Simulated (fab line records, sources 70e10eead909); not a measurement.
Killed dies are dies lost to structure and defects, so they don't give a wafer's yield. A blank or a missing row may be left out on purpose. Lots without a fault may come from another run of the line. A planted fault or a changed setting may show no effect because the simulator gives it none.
Chamber matching | flow nand_harc | NHARC_A_BONDPAD_DESCUM_11 on rie_diel-05: 4 sister chambers
The step chemistry O2, time 3 s. 8 wafers are shown with their chamber, then 9 later ones without.

WAFERS WITH THEIR CHAMBER
wafer  | chamber | drypump_motor_current_A (A) | throttle_valve_pct (%)
L078.2 | 3       | 5.9                         | 11.323
L078.1 | 0       | 5.4                         | 11.320
L078.5 | 3       | 5.9                         | 11.309
L082.1 | 2       | 5.7                         | 11.298
L082.6 | 1       | 6.6                         | 11.314
L080.1 | 0       | 5.5                         | 11.326
L080.3 | 2       | 5.7                         | 11.315
L080.5 | 1       | 6.6                         | 11.315

WAFERS WITHOUT THEIR CHAMBER
wafer  | drypump_motor_current_A (A) | throttle_valve_pct (%)
L090.1 | 5.7                         | 11.319
L090.3 | 6.6                         | 11.311
L090.5 | 5.7                         | 11.305
L092.1 | 5.5                         | 11.310
L092.2 | 6.6                         | 11.316
L092.3 | 5.8                         | 11.315
L096.1 | 5.5                         | 11.307
L096.2 | 5.7                         | 11.324
L096.6 | 5.5                         | 11.317

WHICH CHAMBER EACH WENT THROUGH
wafer  | from the rows above     | in truth
L090.1 | 2                       | 2
L090.3 | 1                       | 1
L090.5 | 2                       | 2
L092.1 | 0                       | 0
L092.2 | 1                       | 1
L092.3 | can't be placed: 3 or 2 | 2
L096.1 | 0                       | 0
L096.2 | 2                       | 2
L096.6 | 0                       | 0
Placed correctly: 8 of 9. Can't be placed from these rows: 1 (the true chamber is among the candidates in 1). Placed wrongly: 0.
How it was worked out, from the rows above alone: a wafer's distance from a chamber is the root of the sum, over the readings, of the square of ((its reading less the chamber's mean) divided by the reading's scatter). The wafer belongs to the nearest chamber; if the next one is less than 2 further off, it can't be placed. A chamber's mean is the mean of its shown wafers. The scatter: the root of (the sum of the squares of (reading less its chamber's mean) over the shown wafers, divided by (wafers less chambers)).
